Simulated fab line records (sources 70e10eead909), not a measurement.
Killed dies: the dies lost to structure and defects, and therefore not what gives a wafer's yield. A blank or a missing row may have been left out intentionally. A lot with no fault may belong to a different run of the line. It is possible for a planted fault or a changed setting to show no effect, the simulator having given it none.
fab line records    flow nand_harc
record: lots: 6  wafers: 18  last_day: 24
route steps=1159 shown A_STAIRCASE@677 A_SGD_CUT@761 END@1159
lots with no fault: from the same line, run without faults
start_h: hours from the record's first day to the start of the lot's first wafer shown    wait_h: hours elapsed since this lot's preceding step    " the same as in the row above    L1.1+2: several wafers, shown together as one row    - either no value or no given start    * or withheld: withheld    < > ~ a bound
route shown NAME@n: NAME is a module with steps in the file, n the number in the route of the first one    usual: mean and standard deviation over wafers with no fault    same: alike in all rows    chamber/n: place in a boat    sites: per-site readings    _std_site: the standard deviation of these    _edge_site: outer sites' mean less inner sites'    radius_mm: for every site, how far away it sits from the centre of the wafer    mask NAME#n: copy n    behind: the last tool/chamber to shape the wafer    hold: what put the lot on hold/how long, in hours/how the hold closed    device: which transistor (n, p or np) failed to switch    end of line: the same wafers' tests at the end of the route    for a step that has no rows: nothing shown but its recipe    killed: dies that structure and defects cost at the first sort, which is not the same as the wafer's yield    map: shows each die of a wafer: x if killed, . if not, _ if none is there
set.NAME: the setting as run; set.NAME@STEP: as run at that earlier step    model.NAME: the simulator's own value behind a step, which no gauge read
a table for each step, a row for each wafer; lots at some steps of the route
services: when a tool's chamber went out of use (start_h, in hours from the record's first day, below 0 if earlier), for how many hours, and the reason
== steps ==
step: NHARC_A_STAIRCASE_DEHYDRATE_302
recipe: temp_c: 150  time_s: 120
step: NHARC_A_STAIRCASE_HMDS_303
recipe: time_s: 30
step: NHARC_A_STAIRCASE_COAT_304
recipe: spin_rpm: 1200
step: NHARC_A_STAIRCASE_SOFTBAKE_305
recipe: temp_c: 135  time_s: 170
step: NHARC_A_STAIRCASE_EBR_306
step: NHARC_A_STAIRCASE_EXPOSE_307
recipe: na: 0.5  dose_mj: 45.72  mask_id: CHOP_50
step: NHARC_A_STAIRCASE_PEB_308
recipe: peb_temp_c: 115  peb_time_s: 130
step: NHARC_A_STAIRCASE_DEVELOP_309
recipe: time_s: 140
step: NHARC_A_STAIRCASE_HARDBAKE_311
recipe: temp_c: 120  time_s: 140
step: NHARC_A_STAIRCASE_DESCUM_312
recipe: time_s: 3  o2_flow_sccm: 200  ar_flow_sccm: 0  bias_power_w: 0  chemistry: O2
step: NHARC_A_STAIRCASE_ETCH_313
recipe: cf4_flow_sccm: 100  chf3_flow_sccm: 30  ar_flow_sccm: 0  rf_w: 500  bias_w: 200  chemistry: CF4/CHF3
step: NHARC_A_STAIRCASE_HM_OPEN_463
recipe: o2_flow_sccm: 400  cos_flow_sccm: 20  ar_flow_sccm: 0  rf_w: 500  bias_w: 300  chemistry: O2/COS
usual: drypump_motor_current_A: 5.7/0.38  oes_product_au: 1.001/0.011  rf_vpp_V: 466.8/2.9  showerhead_plenum_p_Torr: 3.10/0.13  throttle_valve_pct: 28.331/0.01
lot.wafer  tool         chamber  start_h  wait_h  drypump_motor_current_A  oes_product_au  rf_hours_counter_h  rf_vpp_V  showerhead_plenum_p_Torr  throttle_valve_pct
L510.2     rie_diel-13  1        250.86   -       5.6                      0.986           54                  467.1     3.14                      28.333
L510.6     "            3        "        "       5.7                      1.006           -                   467.3     3.17                      28.325
L510.5     "            0        "        "       5.1                      1.002           -                   465.2     2.99                      28.318
L516.2     rie_diel-13  2        292.49   -       5.7                      0.980           5                   463.5     3.00                      28.332
L516.3     "            1        "        "       5.6                      0.991           4                   466.1     3.14                      28.353
L516.6     "            3        "        "       5.7                      0.999           -                   466.9     3.17                      28.333
L518.3     rie_diel-13  2        310.93   -       5.7                      0.994           8                   465.4     3.00                      28.346
L518.6     "            2        "        "       5.7                      0.985           -                   465.1     3.00                      28.327
L518.5     "            3        "        "       5.7                      1.016           -                   468.0     3.17                      28.349
L523.4     rie_diel-13  1        334.41   -       5.6                      1.000           17                  468.0     3.13                      28.338
L523.1     "            2        "        "       5.7                      0.997           17                  465.2     3.00                      28.317
L523.6     "            0        "        "       5.1                      0.992           -                   464.0     2.98                      28.323
L521.2     rie_diel-13  2        341.94   -       5.7                      0.995           21                  464.2     3.00                      28.348
L521.1     "            0        "        "       5.1                      0.998           19                  464.7     2.98                      28.325
L521.6     "            3        "        "       5.7                      1.006           -                   465.8     3.16                      28.339
L532.1     rie_diel-02  2        390.58   -       5.4                      1.003           19                  470.9     3.24                      28.323
L532.2     "            1        "        "       6.0                      0.991           20                  466.7     3.10                      28.323
L532.6     "            3        "        "       5.9                      1.017           -                   469.4     3.17                      28.336
step: NHARC_A_STAIRCASE_STRIP_464
recipe: o2_flow_sccm: 400  cos_flow_sccm: 20  ar_flow_sccm: 0  bias_w: 0  chemistry: O2/COS
step: NHARC_A_STAIRCASE_ETCH_453
recipe: target_depth_a: 300  overetch_a: 30  time_s: 16.5  ion_energy_ev: 100  cf4_flow_sccm: 80  o2_flow_sccm: 20  ar_flow_sccm: 0  rf_w: 300  bias_w: 100  chemistry: CF4/O2
usual: drypump_motor_current_A: 5.7/0.38  oes_product_au: 1.000/0.011  rf_vpp_V: 197.6/1.5  showerhead_plenum_p_Torr: 1.32/0.058  throttle_valve_pct: 13.397/0.0089
lot.wafer  tool         chamber  start_h  wait_h  drypump_motor_current_A  oes_product_au  rf_hours_counter_h  rf_vpp_V  showerhead_plenum_p_Torr  throttle_valve_pct
L510.2     rie_diel-13  3        -        -       5.7                      0.999           58                  198.3     1.36                      13.403
L510.5     "            3        "        "       5.7                      1.009           -                   198.9     1.36                      13.400
L510.6     "            0        "        "       5.1                      1.002           -                   196.6     1.28                      13.404
L516.3     rie_diel-13  2        -        -       5.6                      0.986           5                   196.0     1.28                      13.397
L516.2     "            1        "        "       5.6                      0.996           4                   198.1     1.34                      13.395
L516.6     "            3        "        "       5.7                      0.992           -                   197.7     1.35                      13.386
L518.3     rie_diel-13  1        -        -       5.6                      1.007           7                   197.6     1.34                      13.404
L518.6     "            1        "        "       5.6                      1.004           -                   198.3     1.34                      13.399
L518.5     "            2        "        "       5.7                      0.992           -                   196.8     1.28                      13.406
L523.4     rie_diel-13  3        -        -       5.8                      1.000           16                  198.0     1.35                      13.393
L523.1     "            2        "        "       5.7                      0.998           19                  198.6     1.28                      13.386
L523.6     "            0        "        "       5.1                      0.996           -                   198.3     1.27                      13.394
L521.1     rie_diel-13  0        -        -       5.1                      1.003           19                  195.9     1.27                      13.383
L521.2     "            2        "        "       5.7                      0.997           21                  194.7     1.28                      13.392
L521.6     "            0        "        "       5.1                      1.003           -                   196.1     1.27                      13.393
L532.1     rie_diel-02  3        -        -       5.9                      1.021           18                  198.6     1.36                      13.400
L532.2     "            1        "        "       6.0                      0.991           20                  196.3     1.33                      13.407
L532.6     "            2        "        "       5.4                      1.010           -                   200.5     1.39                      13.403
step: NHARC_A_STAIRCASE_ETCH_315
recipe: target_depth_a: 25000  time_s: 607.1  ion_energy_ev: 800  c4f8_flow_sccm: 80  o2_flow_sccm: 60  ar_flow_sccm: withheld  rf_w: 600  bias_w: 3000  chemistry: C4F8/O2/Ar
step: NHARC_A_STAIRCASE_STRIP_316
recipe: o2_flow_sccm: 500  ar_flow_sccm: 0  bias_w: 0  chemistry: O2
step: NHARC_A_STAIRCASE_STRIP_317
recipe: time_s: 900  temp_c: 130  chemistry: SPM
step: NHARC_A_STAIRCASE_PRECLEAN_318
recipe: time_s: *  temp_c: 50  bath_age_min: 0  chemistry: SC1
step: NHARC_A_STAIRCASE_SRD_329
step: NHARC_A_STAIRCASE_ALD_415
recipe: target_thk_a: 300  pulse_time_s: 6  ald_cycles: 300  temp_c: 300  material: SiO2
usual: heater_power_w: 465/48  precursor_pulse_height_rel: 1.002/0.021
lot.wafer  tool       chamber  start_h  wait_h  heater_power_w  precursor_pulse_height_rel
L510.2     ald_hk-02  0        252.47   0.1     481             1.051
L510.6     "          0        "        "       495             1.041
L510.5     "          1        "        "       437             1.017
L516.2     ald_hk-01  0        294.17   0.1     542             0.985
L516.3     "          2        "        "       412             1.021
L516.6     "          0        "        "       549             1.022
L518.3     ald_hk-01  0        313.14   0.5     545             1.011
L518.5     "          2        "        "       422             0.965
L518.6     "          3        "        "       406             1.031
L523.4     ald_hk-02  3        337.74   0.1     474             0.996
L523.1     "          0        "        "       498             0.969
L523.6     "          3        "        "       464             1.014
L521.2     ald_hk-03  0        343.74   0.1     445             1.027
L521.1     "          3        "        "       366             0.972
L521.6     "          0        "        "       454             0.976
L532.1     ald_hk-03  3        392.74   0.5     367             1.044
L532.2     "          0        "        "       458             0.989
L532.6     "          2        "        "       500             0.988
step: NHARC_A_STAIRCASE_ETCHBACK_416
recipe: target_depth_a: 360  time_s: 7.2  c4f8_flow_sccm: withheld  o2_flow_sccm: 8  ar_flow_sccm: withheld  rf_w: 600  bias_w: 800  chemistry: C4F8/O2/Ar
step: NHARC_A_STAIRCASE_STRIP_476
recipe: time_s: 20  o2_flow_sccm: 500  ar_flow_sccm: 0  bias_w: 0  chemistry: O2
usual: drypump_motor_current_A: 5.7/0.39  oes_product_au: 1.002/0.01  rf_vpp_V: 57.7/0.83  showerhead_plenum_p_Torr: 3.50/0.14  throttle_valve_pct: 17.037/0.0085
lot.wafer  tool         chamber  start_h  wait_h  drypump_motor_current_A  oes_product_au  rf_hours_counter_h  rf_vpp_V  showerhead_plenum_p_Torr  throttle_valve_pct
L510.2     rie_diel-13  3        254.62   0.1     5.7                      1.010           59                  57.3      3.58                      17.027
L510.5     "            3        "        "       5.7                      1.007           -                   58.7      3.58                      17.039
L510.6     "            0        "        "       5.1                      1.012           -                   57.0      3.38                      17.032
L516.2     rie_diel-13  0        296.35   0.1     5.1                      0.983           4                   57.9      3.37                      17.040
L516.3     "            1        "        "       5.6                      1.001           5                   57.2      3.54                      17.038
L516.6     "            2        "        "       5.7                      0.993           -                   58.5      3.40                      17.029
L518.3     rie_diel-02  3        314.88   0.1     5.9                      1.008           59                  58.8      3.60                      17.038
L518.6     "            0        "        "       6.4                      1.002           -                   56.7      3.31                      17.031
L518.5     "            1        "        "       6.0                      1.016           -                   58.4      3.52                      17.033
L523.1     rie_diel-02  1        339.93   0.1     6.0                      1.001           1                   57.0      3.52                      17.038
L523.4     "            2        "        "       5.4                      1.023           1                   57.3      3.67                      17.037
L523.6     "            1        "        "       6.0                      0.990           -                   58.1      3.52                      17.025
L521.2     rie_diel-06  2        345.91   0.1     5.5                      1.002           33                  56.6      3.79                      17.022
L521.1     "            0        "        "       5.1                      0.999           37                  58.7      3.40                      17.030
L521.6     "            3        "        "       6.0                      0.980           -                   58.3      3.29                      17.022
L532.2     rie_diel-13  0        394.70   0.1     5.1                      0.999           41                  57.7      3.35                      17.034
L532.1     "            2        "        "       5.7                      0.996           40                  55.6      3.38                      17.044
L532.6     "            3        "        "       5.7                      1.004           -                   56.8      3.56                      17.037
step: NHARC_A_STAIRCASE_DEP_417
recipe: target_thk_a: 600  step_coverage_pct: 20  temp_c: 400  target_thk_nm: 60  flow_sccm: 200  rf_w: 450  material: Si3N4
step: NHARC_A_STAIRCASE_WET_418
recipe: temp_c: 160  target_depth_a: 200  chemistry: H3PO4
step: NHARC_A_STAIRCASE_PRECLEAN_419
recipe: time_s: *  temp_c: 50  bath_age_min: 0  chemistry: SC1
step: NHARC_A_STAIRCASE_SRD_421
step: NHARC_A_STAIRCASE_ALD_420
recipe: target_thk_a: 200  pulse_time_s: 6  ald_cycles: 200  temp_c: 300  material: SiO2
step: NHARC_A_STAIRCASE_CVD_552
recipe: target_thk_a: 400  temp_c: 700  pressure_mtorr: 300  material: SiNx
step: NHARC_A_STAIRCASE_DEP_151
recipe: target_thk_a: 38000  temp_c: 400  target_thk_nm: 3800  teos_flow_sccm: 200  rf_w: 500  material: SiO2
step: NHARC_A_STAIRCASE_ANNEAL_320
recipe: temp_c: 750  time_s: 1800
step: NHARC_A_STAIRCASE_DEP_322
recipe: target_thk_a: 38000  temp_c: 400  target_thk_nm: 3800  teos_flow_sccm: 200  rf_w: 500  material: SiO2
usual: heater_power_w: 676/81
lot.wafer  tool      chamber  start_h  wait_h  heater_power_w
L510.2     pecvd-04  0        273.81   0.2     870
L510.5     "         2        "        "       568
L510.6     "         1        "        "       690
L516.2     pecvd-04  0        317.02   0.1     732
L516.3     "         1        "        "       854
L516.6     "         0        "        "       727
L518.3     pecvd-03  2        336.49   0.1     553
L518.5     "         0        "        "       649
L518.6     "         1        "        "       617
L523.1     pecvd-04  2        356.82   0.2     658
L523.4     "         2        "        "       566
L523.6     "         1        "        "       692
L521.1     pecvd-01  0        367.05   0.3     774
L521.2     "         1        "        "       719
L521.6     "         0        "        "       655
L532.1     pecvd-01  2        414.75   0.1     664
L532.2     "         1        "        "       744
L532.6     "         1        "        "       604
step: NHARC_A_STAIRCASE_ANNEAL_323
recipe: temp_c: 750  time_s: 1800
step: NHARC_A_STAIRCASE_DEP_325
recipe: target_thk_a: 38000  temp_c: 400  target_thk_nm: 3800  teos_flow_sccm: 200  rf_w: 500  material: SiO2
usual: heater_power_w: 666/79
lot.wafer  tool      chamber  start_h  wait_h  heater_power_w
L510.2     pecvd-04  1        280.96   0.3     783
L510.6     "         2        "        "       577
L510.5     "         1        "        "       670
L516.3     pecvd-03  1        325.78   0.2     734
L516.2     "         2        "        "       608
L516.6     "         2        "        "       518
L518.3     pecvd-04  2        344.67   0.3     690
L518.6     "         0        "        "       726
L518.5     "         2        "        "       572
L523.1     pecvd-01  2        363.97   0.2     712
L523.4     "         1        "        "       637
L523.6     "         2        "        "       584
L521.1     pecvd-01  2        374.02   0.1     665
L521.2     "         0        "        "       776
L521.6     "         0        "        "       660
L532.1     pecvd-03  1        423.65   0.1     768
L532.2     "         0        "        "       767
L532.6     "         1        "        "       611
step: NHARC_A_STAIRCASE_ANNEAL_326
recipe: temp_c: 750  time_s: 1800
step: NHARC_A_STAIRCASE_DEHYDRATE_433
recipe: temp_c: 150  time_s: 120
step: NHARC_A_STAIRCASE_HMDS_434
recipe: time_s: 30
step: NHARC_A_STAIRCASE_COAT_435
recipe: spin_rpm: 1200
step: NHARC_A_SGD_CUT_DESCUM_14
recipe: time_s: 3  o2_flow_sccm: 200  ar_flow_sccm: 0  bias_power_w: 0  chemistry: O2
usual: drypump_motor_current_A: 5.7/0.46  oes_product_au: 0.994/0.011  rf_vpp_V: 57.9/0.86  showerhead_plenum_p_Torr: 1.91/0.079  throttle_valve_pct: 11.311/0.0097
same: bias_power_w: 0
lot.wafer  tool         chamber  start_h  wait_h  hold                      drypump_motor_current_A  oes_product_au  rf_hours_counter_h  rf_vpp_V  showerhead_plenum_p_Torr  throttle_valve_pct
L510.2     rie_diel-07  0        295.74   0.1     -                         6.3                      0.991           6                   58.3      2.00                      11.303
L510.5     "            3        "        "       -                         5.3                      1.004           -                   58.1      1.95                      11.325
L510.6     "            0        "        "       -                         6.3                      0.986           -                   59.5      2.00                      11.312
L516.2     rie_diel-07  0        340.40   0.1     -                         6.3                      0.990           10                  59.7      2.00                      11.306
L516.3     "            1        "        "       -                         4.9                      1.009           10                  57.6      1.82                      11.312
L516.6     "            3        "        "       -                         5.3                      0.989           -                   57.7      1.94                      11.309
L518.3     rie_diel-07  3        360.10   0.1     -                         5.3                      0.990           12                  59.3      1.94                      11.325
L518.6     "            2        "        "       -                         5.3                      1.004           -                   56.8      1.85                      11.311
L518.5     "            3        "        "       -                         5.3                      1.004           -                   57.3      1.94                      11.308
L523.4     rie_diel-10  1        388.49   9.8     await_dispo/9.8h/release  5.4                      1.003           1                   58.8      2.05                      11.324
L523.1     "            2        "        "       await_dispo/9.8h/release  5.4                      1.001           2                   57.2      1.84                      11.315
L523.6     "            0        "        "       await_dispo/9.8h/release  5.2                      1.016           -                   58.3      2.04                      11.306
L521.1     rie_diel-07  0        390.86   2.5     await_dispo/2.4h/release  6.3                      0.989           15                  58.4      1.99                      11.311
L521.2     "            1        "        "       await_dispo/2.4h/release  4.9                      0.996           15                  57.3      1.82                      11.324
L521.6     "            0        "        "       await_dispo/2.4h/release  6.3                      0.992           -                   57.3      1.99                      11.290
L532.2     rie_diel-11  0        437.91   0.1     -                         6.6                      0.969           8                   56.8      1.80                      11.315
L532.1     "            1        "        "       -                         5.7                      0.979           4                   57.9      1.92                      11.310
L532.6     "            1        "        "       -                         5.7                      0.980           -                   57.2      1.92                      11.310
step: NHARC_END_SORT_01
recipe: temp_c: 25
usual: killed_at_array: 27/11  killed_at_other: 0.6/0.89  killed_at_periphery: 3.0/2.4  killed_dies: 31/12  killed_open: 3.2/1.6  killed_short: 2.0/1.5
same: gross_dies: 677
lot.wafer  tool       chamber  start_h  wait_h  killed_at_array  killed_at_other  killed_at_periphery  killed_dies  killed_open  killed_short
L510.2     prober-02  0        449.77   2.8     34               1                0                    35           4            0
L510.5     prober-02  0        452.20   3.7     32               2                2                    36           2            0
L510.6     prober-02  0        453.00   4.0     24               0                2                    26           3            2
L518.3     prober-01  0        491.53   3.1     19               1                2                    22           6            0
L518.5     prober-01  0        493.11   3.7     24               0                4                    28           5            3
L518.6     prober-01  0        493.90   3.9     15               1                2                    18           4            3
L523.1     prober-02  0        534.28   2.5     111              0                2                    113          4            1
L523.4     prober-02  0        536.70   3.4     89               0                2                    91           4            2
L523.6     prober-02  0        538.32   4.0     107              0                1                    108          1            2
L521.1     prober-02  0        544.49   2.5     79               0                2                    81           8            1
L521.2     prober-02  0        545.28   2.8     74               2                2                    78           3            3
L521.6     prober-02  0        548.46   4.0     73               0                4                    77           3            0
killed by level:class
L510.2 A_CHANNEL_HOLE_D1:chamber_film_flake=12 A_SLIT:chamber_film_flake=10 A_STAIRCASE:chamber_film_flake=4 A_CONTACT:chamber_film_flake=3 A_CHANNEL_FILL_D1:geometric_particle:open=2 A_CONTACT:geometric_particle:open=2 A_WL_FILL:chamber_film_flake=1 HYBRID_BOND:chamber_film_flake=1
L510.5 A_CHANNEL_HOLE_D1:chamber_film_flake=17 A_SLIT:chamber_film_flake=7 A_CONTACT:chamber_film_flake=4 A_STAIRCASE:chamber_film_flake=3 P_M0:geometric_particle:open=1 A_M0:geometric_particle:open=1 P_GATE:chamber_film_flake=1 HYBRID_BOND:chamber_film_flake=1
L510.6 A_SLIT:chamber_film_flake=8 A_CHANNEL_HOLE_D1:chamber_film_flake=7 A_STAIRCASE:chamber_film_flake=3 A_CONTACT:chamber_film_flake=2 P_M0:geometric_particle:open=1 A_ONON_D1:geometric_particle:short=1 A_CHANNEL_HOLE_D1:geometric_particle:short=1 A_CHANNEL_FILL_D1:geometric_particle:open=1
L518.3 A_CONTACT:chamber_film_flake=5 A_CHANNEL_HOLE_D1:chamber_film_flake=4 A_STAIRCASE:chamber_film_flake=4 A_CONTACT:geometric_particle:open=3 A_ONON_D1:geometric_particle:open=1 A_BLC:geometric_particle:open=1 P_ZERO_WELL:chamber_film_flake=1 P_STI:chamber_film_flake=1
L518.5 A_WL_FILL:chamber_film_flake=9 A_CHANNEL_HOLE_D1:chamber_film_flake=4 A_STAIRCASE:chamber_film_flake=3 P_ZERO_WELL:chamber_film_flake=2 P_CONTACT:geometric_particle:short=1 P_M1:geometric_particle:open=1 A_ONON_D1:geometric_particle:short=1 A_CHANNEL_FILL_D1:geometric_particle:open=1
L518.6 A_STAIRCASE:chamber_film_flake=6 A_M0:geometric_particle:open=2 A_CHANNEL_HOLE_D1:chamber_film_flake=2 P_CONTACT:geometric_particle:short=1 P_M0:geometric_particle:open=1 A_CHANNEL_HOLE_D1:geometric_particle:open=1 A_WL_FILL:geometric_particle:short=1 A_CONTACT:geometric_particle:short=1
L523.1 A_STAIRCASE:unspecified=70 A_CHANNEL_HOLE_D1:chamber_film_flake=18 A_SLIT:chamber_film_flake=14 A_SOURCE_PLATE:geometric_particle:open=2 A_BLC:geometric_particle:open=2 P_GATE:chamber_film_flake=2 A_CONTACT:chamber_film_flake=2 A_ONON_D1:geometric_particle:short=1
L523.4 A_STAIRCASE:unspecified=54 A_SLIT:chamber_film_flake=12 A_CHANNEL_HOLE_D1:chamber_film_flake=8 A_BLC:chamber_film_flake=5 A_STAIRCASE:chamber_film_flake=3 P_M0:geometric_particle:short=1 P_M1:geometric_particle:open=1 A_ONON_D1:geometric_particle:short=1
L523.6 A_STAIRCASE:unspecified=69 A_SLIT:chamber_film_flake=16 A_CHANNEL_HOLE_D1:chamber_film_flake=12 A_BLC:chamber_film_flake=3 A_WL_FILL:geometric_particle:short=2 A_STAIRCASE:chamber_film_flake=2 A_CONTACT:chamber_film_flake=2 A_SOURCE_PLATE:geometric_particle:open=1
L521.1 A_STAIRCASE:unspecified=64 A_CHANNEL_HOLE_D1:chamber_film_flake=4 A_CHANNEL_FILL_D1:geometric_particle:open=2 A_CONTACT:geometric_particle:open=2 A_CONTACT:chamber_film_flake=2 P_M0:geometric_particle:short=1 A_CHANNEL_HOLE_D1:geometric_particle:open=1 A_WL_FILL:geometric_particle:open=1
L521.2 A_STAIRCASE:unspecified=65 A_CHANNEL_HOLE_D1:chamber_film_flake=3 P_STI:chamber_film_flake=2 STARTING-WAFER:geometric_particle:short=2 A_CHANNEL_HOLE_D1:geometric_particle:open=1 A_CHANNEL_FILL_D1:geometric_particle:open=1 A_CHANNEL_FILL_D1:geometric_particle:short=1 A_M1:geometric_particle:open=1
L521.6 A_STAIRCASE:unspecified=61 A_CHANNEL_HOLE_D1:chamber_film_flake=6 P_M0:geometric_particle:open=2 P_STI:chamber_film_flake=2 A_STAIRCASE:chamber_film_flake=2 A_CONTACT:chamber_film_flake=2 A_M0:geometric_particle:open=1 A_WL_FILL:chamber_film_flake=1
map L521.1 (x killed, . not)
____________.____________
_________......._________
_______.x........._______
______.............______
_____..............._____
____.................____
____.................____
___...................___
___...................___
__.....................__
__.....................__
_.x......x.x............_
_....x.xx.x..........x.._
_.....xxx.x..........x.._
_...xxxxxxx............._
_..x.xxxxx.........x...._
...xxxxxxx...............
...xxxxxxxx..............
.....xxxxxx...x..........
....xxxxxxxxx............
..x..xxxxx.x........x....
_....xxxxx.............._
_.......x.......x......._
_.....x................._
_................x......_
_......................._
__.....................__
__.....................__
___...................___
___...............x...___
____...............xx____
____.............x...____
_____..............._____
______.............______
_______..........._______
_________.x....._________
____________.____________
map L523.1 (x killed, . not)
____________.____________
_________.x....._________
_______...x..x...._______
______.x...x.......______
_____...xxx......x.._____
____...xxxxxxx.......____
____...xxxxxx.x......____
___...xxxxxxx.........___
___....xxxxxxxxx......___
__.....xxxxxxx.........__
__.....xxxxxxx.........__
_......xxxxxxx...x.x...._
_xx....xxxxxxx.........._
_.x....x.x.xx...x......._
_.......x.....x...x....._
_xx........x...x.xxx...._
..xx...........xxxxx.x...
xx.x....xx........x......
x.................x......
x..xx............xx.x....
..................x......
_......................._
_......................._
_x......................_
_......................._
_......................._
__.....................__
__.....................__
___...................___
___.........x.........___
____.................____
____.................____
_____.............x._____
______.............______
_______..........._______
_________......._________
____________.____________
== services ==
tool         chamber  start_h  hours  kind
rie_diel-07  -        228.20   9.0    pm
ald_hk-01    -        231.55   10.0   pm
pecvd-01     -        237.64   13.0   pm
rie_diel-06  -        241.55   9.0    pm
ald_hk-02    -        247.75   0.5    repair
ald_hk-01    -        257.74   0.3    repair
rie_diel-13  -        276.02   9.0    pm
rie_diel-07  2        288.67   7.6    repair
pecvd-03     -        292.03   13.0   pm
pecvd-01     2        307.23   4.8    repair
ald_hk-01    -        310.80   1.5    repair
pecvd-03     1        317.13   7.1    repair
rie_diel-07  3        323.84   3.0    repair
rie_diel-02  -        327.89   9.0    pm
pecvd-03     -        350.68   0.5    repair
pecvd-03     0        363.69   11.1   repair
pecvd-04     -        376.00   13.0   pm
rie_diel-02  -        392.47   0.8    repair
rie_diel-07  3        393.45   2.6    repair
rie_diel-13  1        404.80   1.4    repair
pecvd-01     -        405.17   9.2    repair
rie_diel-07  -        405.20   9.0    pm
pecvd-01     1        417.37   3.4    repair
pecvd-01     -        418.64   13.0   pm
== key ==
first_sign: step: NHARC_END_SORT_01  reading: killed_at_array  direction: up  sigmas: 5.6  usual: 27  struck: 89
effect: step: NHARC_END_SORT_01  reading: killed_dies  direction: up  sigmas: 5.3  usual: 31  struck: 91
more_kills_born_at: NHARC_A_STAIRCASE_HM_OPEN_463@rie_diel-13: 382
met_at NHARC_A_STAIRCASE_HM_OPEN_463
struck_wafers L521.1,L521.2,L521.6,L523.1,L523.4,L523.6
tester_left_out L521,L523
onset_between 310.93 334.41
also_fits NHARC_A_STAIRCASE_ETCH_453:rie_diel-13,NHARC_A_STAIRCASE_DEP_325:pecvd-01
fault: kind: chamber_particle_source  tool: rie_diel-13  chamber: -  onset_h: 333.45  steps: NHARC_A_STAIRCASE_HM_OPEN_463  rate_per_visit_cm2: 0.38258  end_h: 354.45
tester_left_out: of these lots the tester's yield and bins aren't shown, on N5 and GAA mostly nor the transistor test; their killed dies are dies lost to structure and defects alone, not to doping, threshold or leakage, so they don't give the yield
